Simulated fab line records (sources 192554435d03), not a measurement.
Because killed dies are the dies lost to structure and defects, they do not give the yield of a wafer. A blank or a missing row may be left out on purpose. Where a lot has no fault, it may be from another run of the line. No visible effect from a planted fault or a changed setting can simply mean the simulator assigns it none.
Chamber matching || flow n5-finfet || N5_BEOL_M7_DESCUM_16 on rie-diel-05: 4 sister chambers
The step chemistry O2, time 7.9 s. 8 wafers are shown with their chamber, then 7 later ones without.

== WAFERS PAIRED WITH THEIR CHAMBERS ==
{"wafer": "L155.1", "chamber": 2, "showerhead-plenum-p-Torr (Torr)": 2.16, "throttle-valve-pct (%)": 20.75}
{"wafer": "L156.3", "chamber": 3, "showerhead-plenum-p-Torr (Torr)": 2.16, "throttle-valve-pct (%)": 20.60}
{"wafer": "L156.5", "chamber": 0, "showerhead-plenum-p-Torr (Torr)": 2.00, "throttle-valve-pct (%)": 20.67}
{"wafer": "L164.1", "chamber": 2, "showerhead-plenum-p-Torr (Torr)": 2.15, "throttle-valve-pct (%)": 20.37}
{"wafer": "L164.4", "chamber": 1, "showerhead-plenum-p-Torr (Torr)": 1.96, "throttle-valve-pct (%)": 20.06}
{"wafer": "L164.6", "chamber": 0, "showerhead-plenum-p-Torr (Torr)": 2.00, "throttle-valve-pct (%)": 20.66}
{"wafer": "L165.1", "chamber": 3, "showerhead-plenum-p-Torr (Torr)": 2.16, "throttle-valve-pct (%)": 20.61}
{"wafer": "L165.3", "chamber": 1, "showerhead-plenum-p-Torr (Torr)": 1.96, "throttle-valve-pct (%)": 20.07}

== WAFERS WHOSE CHAMBER IS MISSING ==
{"wafer": "L165.5", "showerhead-plenum-p-Torr (Torr)": 2.16, "throttle-valve-pct (%)": 20.61}
{"wafer": "L170.2", "showerhead-plenum-p-Torr (Torr)": 2.15, "throttle-valve-pct (%)": 20.62}
{"wafer": "L170.3", "showerhead-plenum-p-Torr (Torr)": 1.99, "throttle-valve-pct (%)": 20.68}
{"wafer": "L170.6", "showerhead-plenum-p-Torr (Torr)": 2.15, "throttle-valve-pct (%)": 20.37}
{"wafer": "L174.1", "showerhead-plenum-p-Torr (Torr)": 2.15, "throttle-valve-pct (%)": 20.40}
{"wafer": "L174.3", "showerhead-plenum-p-Torr (Torr)": 1.99, "throttle-valve-pct (%)": 20.70}
{"wafer": "L174.4", "showerhead-plenum-p-Torr (Torr)": 2.22, "throttle-valve-pct (%)": 19.73}

== THE CHAMBER EACH PASSED THROUGH ==
{"wafer": "L165.5", "from the rows above": "can't be placed: 3 or 2", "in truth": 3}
{"wafer": "L170.2", "from the rows above": "can't be placed: 2 or 3", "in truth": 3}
{"wafer": "L170.3", "from the rows above": 0, "in truth": 0}
{"wafer": "L170.6", "from the rows above": "can't be placed: 2 or 3", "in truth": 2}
{"wafer": "L174.1", "from the rows above": "can't be placed: 2 or 3", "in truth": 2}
{"wafer": "L174.3", "from the rows above": 0, "in truth": 0}
{"wafer": "L174.4", "from the rows above": "can't be placed: 3 or 2", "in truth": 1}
Placed correctly: 2 of 7. Not placeable from these rows: 5 (in 4, the candidates include the true chamber). 0 placed wrongly.
How it was worked out, from the rows above alone: a wafer's distance from a chamber is the root of the sum, over the readings, of the square of ((its reading less the chamber's mean) divided by the reading's scatter). If the next closest chamber is less than 2 further off than the closest, the wafer can't be placed; otherwise it belongs to the closest. A chamber's mean is the mean of its shown wafers. The scatter is the square root of a quotient: the sum, over the shown wafers, of each reading's squared deviation from its chamber's mean, divided by wafers minus chambers.
